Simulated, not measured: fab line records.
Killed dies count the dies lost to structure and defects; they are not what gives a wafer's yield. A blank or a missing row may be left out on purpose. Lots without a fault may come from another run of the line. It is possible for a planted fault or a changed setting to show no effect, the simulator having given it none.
Matching of chambers :: flow nandHarc :: aldHk-03 running NHARC_A_CHANNEL_FILL_D1_ALD_14: 4 sister chambers
The step deposits SiO2, target thk 2.5 nm, pulse time 10 s, ald cycles 25. 4 wafers are shown with their chamber, then 7 later ones without.

EACH WAFER AND ITS CHAMBER
wafer: L425.1
chamber: 3
heaterPowerW (W): 401

wafer: L425.3
chamber: 0
heaterPowerW (W): 425

wafer: L438.2
chamber: 2
heaterPowerW (W): 544

wafer: L438.3
chamber: 1
heaterPowerW (W): 509

WAFERS MISSING THEIR CHAMBER
wafer: L438.4
heaterPowerW (W): 437

wafer: L440.2
heaterPowerW (W): 399

wafer: L440.4
heaterPowerW (W): 518

wafer: L440.5
heaterPowerW (W): 486

wafer: L442.1
heaterPowerW (W): 380

wafer: L442.2
heaterPowerW (W): 401

wafer: L442.3
heaterPowerW (W): 525

CHAMBER TAKEN BY EACH
wafer: L438.4
from the rows above: can't be placed: 0 or 3
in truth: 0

wafer: L440.2
from the rows above: can't be placed: 3 or 0
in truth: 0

wafer: L440.4
from the rows above: can't be placed: 1 or 2
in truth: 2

wafer: L440.5
from the rows above: 1
in truth: 1

wafer: L442.1
from the rows above: can't be placed: 3 or 0
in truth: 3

wafer: L442.2
from the rows above: can't be placed: 3 or 0
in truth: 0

wafer: L442.3
from the rows above: can't be placed: 1 or 2
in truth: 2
Correctly placed: 1 of 7. Cannot be placed on the basis of these rows: 6; the candidates contain the true chamber in 6. 0 placed wrongly.
How it was worked out, from the rows above alone: a wafer's distance from a chamber is the root of the sum, over the readings, of the square of ((its reading less the chamber's mean) divided by the reading's scatter). The wafer belongs to the nearest chamber; if the next one is less than 2 further off, it can't be placed. The mean given for a chamber averages the wafers shown for that chamber. The scatter: with one shown wafer a chamber, the root of the mean of the squares of how far each hidden wafer lies from its nearest shown one.
